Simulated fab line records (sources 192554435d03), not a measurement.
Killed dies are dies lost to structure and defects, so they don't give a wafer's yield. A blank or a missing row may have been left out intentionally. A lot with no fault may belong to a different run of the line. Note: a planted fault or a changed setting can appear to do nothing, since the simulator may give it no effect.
Split-lot experiment | flow n5Finfet | 21 wafers read across 7 lots, on a route 1938 steps long

THE SPLIT ITSELF
At N5_SD_EPI_N_COAT_03 (resist thk 150 nm), the setting spinRpm was moved away from the recipe's 1500 rpm on 10 of the 21 wafers read, by -3.2% to +7.5%. The other wafers ran this setting at the recipe's value.

FROM THE SPLIT TO THE READING: what the file shows between them, 6 steps
- N5_SD_EPI_N_EBR_05
- N5_SD_EPI_N_SOFTBAKE_04: time 60 s
- N5_SD_EPI_N_EXPOSE_06: exposes mask SD N BLK, target cd 120 nm
- N5_SD_EPI_N_PEB_07: peb time 60 s
- N5_SD_EPI_N_DEVELOP_08: develop time 30 s
- N5_SD_EPI_N_DESCUM_14: chemistry O2, time 7.9 s

THE READING
CAR-ArF-block_of_SD_EPI_N_COAT_03.thkNm (the simulator's own value, which no gauge read), in nm, at N5_SD_EPI_N_ETCH_34 (etches SiARC in CF4, target depth 45.5 nm, time 75.8 s). There is no usual value for it anywhere in the file. The 11 wafers here that ran the recipe average 110.9 nm, standard deviation 0.48 nm.

wafer  | tool, chamber at the split | spinRpm as run, rpm | against the recipe | CAR-ArF-block_of_SD_EPI_N_COAT_03.thkNm, nm | against lot-mates on the recipe
L074.1 | lithoTrack-05, 0           | 1584                | +5.6%              | 106.4                                       | no lot-mate on the recipe
L074.2 | lithoTrack-05, 0           | 1584                | +5.6%              | 106.4                                       | no lot-mate on the recipe
L074.3 | lithoTrack-05, 0           | 1584                | +5.6%              | 106.4                                       | no lot-mate on the recipe
L079.2 | lithoTrack-02, 0           | 1500                | recipe             | 111.4                                       | -
L079.4 | lithoTrack-02, 0           | 1500                | recipe             | 111                                         | -
L079.6 | lithoTrack-02, 0           | 1500                | recipe             | 111.2                                       | -
L083.2 | lithoTrack-05, 0           | 1557                | +3.8%              | 108                                         | -2.4
L083.3 | lithoTrack-05, 0           | 1500                | recipe             | 110.4                                       | -
L083.4 | lithoTrack-05, 0           | 1557                | +3.8%              | 107                                         | -3.4
L087.4 | lithoTrack-02, 0           | 1500                | recipe             | 110.6                                       | -
L087.5 | lithoTrack-02, 0           | 1500                | recipe             | 110.2                                       | -
L087.6 | lithoTrack-02, 0           | 1500                | recipe             | 110.2                                       | -
L092.1 | lithoTrack-03, 0           | 1500                | recipe             | 111.2                                       | -
L092.3 | lithoTrack-03, 0           | 1555                | +3.7%              | 108.2                                       | -3.0
L092.4 | lithoTrack-03, 0           | 1555                | +3.7%              | 108.4                                       | -2.8
L094.3 | lithoTrack-03, 0           | 1452                | -3.2%              | 114                                         | +2.6
L094.5 | lithoTrack-03, 0           | 1452                | -3.2%              | 114                                         | +2.6
L094.6 | lithoTrack-03, 0           | 1500                | recipe             | 111.4                                       | -
L095.1 | lithoTrack-02, 0           | 1613                | +7.5%              | 106.2                                       | -5.2
L095.3 | lithoTrack-02, 0           | 1500                | recipe             | 111.4                                       | -
L095.4 | lithoTrack-02, 0           | 1500                | recipe             | 111.4                                       | -

FIT RESULTS
A straight line over all 21 wafers: CAR-ArF-block_of_SD_EPI_N_COAT_03.thkNm changes by -0.791 nm for each +1% of spinRpm; r = -0.98; the points scatter about the line by 0.54 nm.
The same after taking each lot's own level away (the mean of its wafers on the recipe; 18 wafers): -0.748 nm for each +1%; r = -0.99; scatter 0.25 nm.
The reading moves by 5.6 nm for the largest change in spinRpm, on that fit.
The lots' own levels span 110.33 to 111.40 nm, that is 2.2 times the standard deviation above.
Consequently the slope shifts little with the lot-to-lot level, the two slopes agreeing.
Check: -5.92 nm against its lot-mates is what the line predicts for one of the wafers moved furthest among these (+7.5%) when that wafer is left out of the fit. It came out at -5.2 nm against them.

THESE WAFERS: OTHER SPLITS
Other splits were also applied to these wafers ahead of the reading. Each is held against what the fit with the lots' levels taken away leaves over:
other split on the same wafers      | wafers away from the commonest value | r with CAR-ArF-block_of_SD_EPI_N_COAT_03.thkNm (lot level and that fit taken away)
N5_WELL_APT_COAT_02 spinRpm         | 8                                    | -0.21
N5_WELL_APT_PEB_06 pebTimeS         | 9                                    | +0.23
N5_WELL_APT_EXPOSE_22 doseMj        | 8                                    | +0.17
N5_WELL_APT_DEVELOP_24 developTimeS | 7                                    | -0.11
N5_FIN_CUT_CUT_ETCH_26 sourceW      | 8                                    | +0.23

THE WHOLE CHAIN: every reading that the file lists as answering this split, in the file's order
step                   | what it does                                           | reading                                                                                  | change (the file's fit)               | r (the file's)
N5_SD_EPI_N_COAT_03    | resist thk 150 nm                                      | CAR-ArF-block_of_SD_EPI_N_COAT_03.thkNm (the simulator's own value, which no gauge read) | -0.709 nm for each +1% of the setting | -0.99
N5_SD_EPI_N_DEVELOP_08 | develop time 30 s                                      | CAR-ArF-block_of_SD_EPI_N_COAT_03.thkNm (the simulator's own value, which no gauge read) | -0.725 nm for each +1% of the setting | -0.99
N5_SD_EPI_N_ETCH_34    | etches SiARC in CF4, target depth 45.5 nm, time 75.8 s | CAR-ArF-block_of_SD_EPI_N_COAT_03.thkNm (the simulator's own value, which no gauge read) | -0.729 nm for each +1% of the setting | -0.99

FILE'S OWN FIT
CAR-ArF-block_of_SD_EPI_N_COAT_03.thkNm changes by -0.729 nm for each +1% of spinRpm, r = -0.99.
